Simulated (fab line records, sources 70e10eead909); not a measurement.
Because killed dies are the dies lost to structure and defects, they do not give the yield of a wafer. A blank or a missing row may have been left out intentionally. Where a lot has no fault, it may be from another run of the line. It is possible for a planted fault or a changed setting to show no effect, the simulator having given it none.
Matching of chambers	flow nand-harc	4 sister chambers for NHARC_P_CONTACT_ALD_22 on ald-metal-03
The step deposits TiN, target thk 3 nm, pulse time 1 s, ald cycles 150. 14 wafers are shown with their chamber, then 7 later ones without.

EACH WAFER AND ITS CHAMBER
wafer	chamber	heater-power-w (W)	heater-power-outer-w (W)	precursor-pulse-height-rel
L074.2	2	1161	636	1.026
L074.3	0	1007	646	1.005
L074.4	3	1062	656	1.018
L076.1	2	1173	657	1.033
L076.3	1	1013	650	0.996
L076.5	2	1158	640	0.975
L079.3	1	988	663	0.946
L079.4	0	975	632	1.001
L079.6	2	1207	637	1.022
L087.1	0	941	623	0.995
L087.3	2	1125	631	0.944
L087.6	2	1107	628	0.993
L090.4	1	987	665	1.031
L090.5	2	1114	631	0.997

SIGNATURES, as means of the wafers listed above
reading	chamber 0	chamber 1	chamber 2	chamber 3	scatter within a chamber
heater-power-w	974.33	996.00	1149.29	1062.00	32.2
heater-power-outer-w	633.67	659.33	637.14	656.00	9.82
precursor-pulse-height-rel	1.00033	0.99100	0.99857	1.01800	0.0312
Rule: a wafer's distance from a chamber is the root of the sum, over the readings, of the square of ((its reading less the chamber's mean) divided by the reading's scatter). If the next closest chamber is less than 2 further off than the closest, the wafer can't be placed; otherwise it belongs to the closest. How the scatter is found: for the shown wafers, subtract from each reading the mean of its chamber, square and add these, divide the total by (wafers less chambers), then take the root.

WAFERS MISSING THEIR CHAMBER
wafer	heater-power-w (W)	heater-power-outer-w (W)	precursor-pulse-height-rel
L090.6	993	667	0.977
L094.1	1089	653	1.012
L094.3	1018	627	0.987
L094.4	957	629	0.997
L096.1	1140	648	0.957
L096.2	991	615	0.965
L096.5	1040	656	1.032

CHAMBER TAKEN BY EACH
wafer	from the rows above	in truth
L090.6	can't be placed: 1 or 3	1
L094.1	can't be placed: 3 or 2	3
L094.3	can't be placed: 0 or 1 or 3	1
L094.4	0	0
L096.1	can't be placed: 2 or 3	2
L096.2	0	0
L096.5	can't be placed: 3 or 1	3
Placed correctly: 2 of 7. Cannot be placed on the basis of these rows: 5; the candidates contain the true chamber in 5. Wrongly placed: 0.
